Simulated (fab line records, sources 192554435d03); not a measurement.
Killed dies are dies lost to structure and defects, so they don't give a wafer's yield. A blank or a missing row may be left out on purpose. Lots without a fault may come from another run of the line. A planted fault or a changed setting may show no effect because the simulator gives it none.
fab line records | flow n5_finfet | part 2 of 2: steps 26 to 38 of 38
record lots=5 wafers=15 last_day=18
route steps=1938 shown BEOL_M7@1310 BEOL_M8@1332
lots that met no fault: from a run of the same line without faults
start_h: hours from the record's first day to the start of the lot's first wafer shown | wait_h: hours since the lot's step before | " the same as in the row above | L1.1+2: a row that stands for several wafers | - no value, or no start given | * or withheld: withheld | < > ~ a bound
route shown NAME@n: a module of which the file shows steps, and the number in the route of the first | usual: mean/standard deviation of fault-free wafers | same: alike in all rows | chamber/n: place in a boat | sites: the reading at each site | _std_site: their standard deviation | _edge_site: outer sites' mean less inner sites' | radius_mm: how far each site lies from the wafer's centre | mask NAME#n: copy n | behind: the tool/chamber that last shaped the wafer | hold: why the lot was held/for how many hours/how that ended | device: the transistor (n, p or np) that didn't switch | end of line: the same wafers' tests at the end of the route | a step without rows: its recipe alone | killed: dies lost to structure and defects at the first sort, not the wafer's yield | map: a wafer's dies, x killed, . not, _ none there
set.NAME: the setting as run; set.NAME@STEP: as run at that earlier step | model.NAME: the simulator's own value behind a step, which no gauge read
lots at some steps of the route; a table a step, a row a wafer
services: from which hour (start_h, from the record's first day; less than 0 if before it) a tool's chamber was out of use, for how many hours, and why
## steps
# step N5_BEOL_M8_PECVD_70
# recipe material=SiO2 target_thk_a=200 temp_c=400 precursor=TEOS/O2 pressure_torr=5.5 rf_w=450 teos_flow_sccm=53.8 gas=O2 flow_sccm=3000 time_s=22.7
# usual heater_power_w=670/100 showerhead_plenum_p_Torr=8.78/0.062 throttle_valve_pct=22.6/1.6
# columns lot.wafer tool chamber start_h wait_h heater_power_w showerhead_plenum_p_Torr throttle_valve_pct
L077.2 pecvd-01 1 232.03 0.0 757 8.69 26.1
L077.4 " 0 " " 735 8.71 21.8
L077.5 " 1 " " 764 8.69 26.2
L083.2 pecvd-03 2 253.31 0.0 568 8.85 20.8
L083.3 " 1 " " 515 8.75 21.9
L083.4 " 2 " " 551 8.84 20.7
L086.2 pecvd-03 2 283.87 0.1 494 8.82 21.0
L086.5 " 2 " " 503 8.85 21.1
L086.6 " 2 " " 523 8.84 21.0
L088.2 pecvd-02 2 298.85 0.0 669 8.79 21.8
L088.3 " 1 " " 753 8.77 20.9
L088.6 " 0 " " 666 8.77 23.3
L097.4 pecvd-02 2 351.71 0.1 694 8.78 21.9
L097.5 " 0 " " 611 8.80 23.6
L097.6 " 1 " " 750 8.75 20.7
# step N5_BEOL_M8_HM_DEP_02
# recipe material=TiN target_thk_a=200 temp_c=25 chamber_pressure_pa=0.49996
# usual throttle_valve_pct=30.4/1.2
# columns lot.wafer tool chamber start_h wait_h throttle_valve_pct
L077.2 pvd_sputter-01 - 232.90 0.8 32.1
L077.4 " - " " 31.6
L077.5 " - " " 30.5
L083.2 pvd_sputter-02 - 253.36 0.0 30.2
L083.3 " - " " 29.0
L083.4 " - " " 30.8
L086.2 pvd_sputter-01 - 285.11 1.2 28.5
L086.5 " - " " 30.3
L086.6 " - " " 28.4
L088.2 pvd_sputter-03 - 302.59 3.7 28.4
L088.3 " - " " 28.8
L088.6 " - " " 31.6
L097.4 pvd_sputter-01 - 353.48 1.8 30.3
L097.5 " - " " 28.3
L097.6 " - " " 30.1
# step N5_BEOL_M8_COAT_59
# recipe resist=SOC temp_c=250 time_s=60 spin_rpm=1500 resist_thk_nm=100
# columns lot.wafer tool chamber start_h wait_h
L077.2+4+5 litho_track-01 0 233.03 0.1
L083.2+3+4 litho_track-05 0 253.49 0.1
L086.2+5+6 litho_track-05 0 285.23 0.1
L088.2+3+6 litho_track-05 0 302.71 0.1
L097.4+5+6 litho_track-05 0 353.61 0.1
# step N5_BEOL_M8_COAT_60
# recipe resist=SiARC temp_c=220 time_s=60 spin_rpm=1500 resist_thk_nm=35
# columns lot.wafer tool chamber start_h wait_h
L077.2+4+5 litho_track-01 0 - -
L083.2+3+4 litho_track-05 0 - -
L086.2+5+6 litho_track-05 0 - -
L088.2+3+6 litho_track-05 0 - -
L097.4+5+6 litho_track-05 0 - -
# step N5_BEOL_M8_COAT_05
# recipe resist=CAR-ArF spin_rpm=1500 resist_thk_nm=90
# columns lot.wafer tool chamber start_h wait_h
L077.2+4+5 litho_track-01 0 - -
L083.2+3+4 litho_track-05 0 - -
L086.2+5+6 litho_track-05 0 - -
L088.2+3+6 litho_track-05 0 - -
L097.4+5+6 litho_track-05 0 - -
# step N5_BEOL_M8_EBR_07
# recipe solvent=PGMEA ebr_width_mm=1.5
# columns lot.wafer tool chamber start_h wait_h
L077.2+4+5 litho_track-01 0 - -
L083.2+3+4 litho_track-05 0 - -
L086.2+5+6 litho_track-05 0 - -
L088.2+3+6 litho_track-05 0 - -
L097.4+5+6 litho_track-05 0 - -
# step N5_BEOL_M8_SOFTBAKE_06
# recipe temp_c=110 time_s=60 resist=CAR-ArF
# columns lot.wafer tool chamber start_h wait_h
L077.2+4+5 litho_track-01 0 - -
L083.2+3+4 litho_track-05 0 - -
L086.2+5+6 litho_track-05 0 - -
L088.2+3+6 litho_track-05 0 - -
L097.4+5+6 litho_track-05 0 - -
# step N5_BEOL_M8_EXPOSE_08
# recipe mask_id=M8 na=1.35 source_shape=dipole sigma_inner=0.817 sigma_outer=0.97 polarization=te dose_mj=68.25
# columns lot.wafer tool chamber start_h wait_h mask
L077.2+4+5 arfi_scanner-01 0 233.23 - M8#0
L083.2+3+4 arfi_scanner-03 0 253.61 - M8#0
L086.2+5+6 arfi_scanner-01 0 285.48 - M8#0
L088.2+3+6 arfi_scanner-01 0 302.84 - M8#0
L097.4+5+6 arfi_scanner-02 0 353.88 - M8#0
# step N5_BEOL_M8_PEB_09
# recipe peb_temp_c=withheld peb_time_s=60 resist=CAR-ArF
# columns lot.wafer tool chamber start_h wait_h
L077.2+4+5 litho_track-01 0 233.29 0.0
L083.2+3+4 litho_track-05 0 253.67 0.0
L086.2+5+6 litho_track-01 0 285.54 0.0
L088.2+3+6 litho_track-02 0 302.89 0.0
L097.4+5+6 litho_track-05 0 353.92 0.0
# step N5_BEOL_M8_DEVELOP_10
# recipe develop_time_s=30 developer=TMAH resist=CAR-ArF rinse_liquid=diw dry=air_spin dev_temp_c=23
# columns lot.wafer tool chamber start_h wait_h
L077.2+4+5 litho_track-01 0 - -
L083.2+3+4 litho_track-05 0 - -
L086.2+5+6 litho_track-01 0 - -
L088.2+3+6 litho_track-02 0 - -
L097.4+5+6 litho_track-05 0 - -
# step N5_BEOL_M8_CD_MEAS_11
# recipe target_cd_nm=38.5 landing_energy_ev=500 detector=se_inlens polarity=opening
# usual cd_nm=38.4/0.5
# same landing_energy_ev=500
# columns lot.wafer tool chamber start_h wait_h cd_nm
L077.2 cd_sem-03 0 233.36 - 38.5
L077.4 " 0 " " 38.8
L077.5 " 0 " " 37.8
L083.2 cd_sem-01 0 253.74 - 38.4
L083.3 " 0 " " 38.4
L083.4 " 0 " " 38.6
L086.2 cd_sem-01 0 285.61 - 38.4
L086.5 " 0 " " 37.6
L086.6 " 0 " " 38.0
L088.2 cd_sem-01 0 302.96 - 38.6
L088.3 " 0 " " 39.0
L088.6 " 0 " " 39.5
L097.4 cd_sem-02 0 353.99 - 38.2
L097.5 " 0 " " 38.7
L097.6 " 0 " " 38.1
# step N5_BEOL_M8_OVL_MEAS_12
# recipe points_per_wafer=44
# usual M8_OVL=0.2/0.59
# columns lot.wafer tool chamber start_h wait_h M8_OVL[nm]
L077.2 overlay-02 0 233.38 0.0 0.0
L077.4 " 0 " " 0.5
L077.5 " 0 " " -0.2
L083.2 overlay-01 0 253.77 0.0 -0.5
L083.3 " 0 " " -1.0
L083.4 " 0 " " -0.4
L086.2 overlay-02 0 285.64 0.0 0.1
L086.5 " 0 " " 0.0
L086.6 " 0 " " 0.1
L088.2 overlay-01 0 302.99 0.0 -0.7
L088.3 " 0 " " -0.9
L088.6 " 0 " " -0.2
L097.4 overlay-01 0 354.02 0.0 0.7
L097.5 " 0 " " 1.5
L097.6 " 0 " " 0.5
# step N5_BEOL_M8_INSPECT_13
# recipe mode=adi inspect_instrument=brightfield
# usual raw_defect_count=440/110
# columns lot.wafer tool chamber start_h wait_h raw_defect_count
L077.2 defect_inspect-01 - 233.41 0.0 949
L077.4 " - " " 551
L077.5 " - " " 521
L083.2 defect_inspect-01 - 253.79 0.0 351
L083.3 " - " " 283
L083.4 " - " " 326
L086.2 defect_inspect-01 - 285.66 0.0 485
L086.5 " - " " 465
L086.6 " - " " 605
L088.2 defect_inspect-02 - 303.01 0.0 513
L088.3 " - " " 631
L088.6 " - " " 469
L097.4 defect_inspect-01 - 354.04 0.0 349
L097.5 " - " " 450
L097.6 " - " " 356
## services
# columns tool chamber start_h hours kind
uv_cure-02 - 206.66 14.6 pm
uv_cure-01 - 206.68 10.0 repair
arfi_scanner-01 - 207.17 0.6 repair
pecvd-03 2 209.24 13.2 repair
rie_diel-05 3 210.20 15.3 repair
uv_cure-03 - 215.20 9.7 repair
cvd_co-02 - 215.45 1.5 repair
arfi_scanner-01 - 217.69 0.8 pm
pecvd-02 2 223.44 4.2 repair
uv_cure-03 - 224.93 2.1 pm
uv_cure-03 - 233.21 6.0 pm
uv_cure-02 - 236.79 7.5 pm
cvd_co-02 1 240.53 10.1 repair
arfi_scanner-01 - 244.38 4.9 pm
uv_cure-01 - 250.82 9.8 repair
pecvd-03 1 260.12 40.9 repair
ecd_cu-01 - 265.64 1.3 repair
pecvd-03 - 276.82 6.0 pm
cvd_co-02 0 290.57 66.4 repair
pecvd-02 - 292.26 5.5 pm
pecvd-03 - 298.20 0.8 repair
cvd_co-02 2 324.30 8.6 repair
pvd_sputter-03 - 332.92 11.1 repair
pvd_sputter-02 - 346.78 6.9 repair
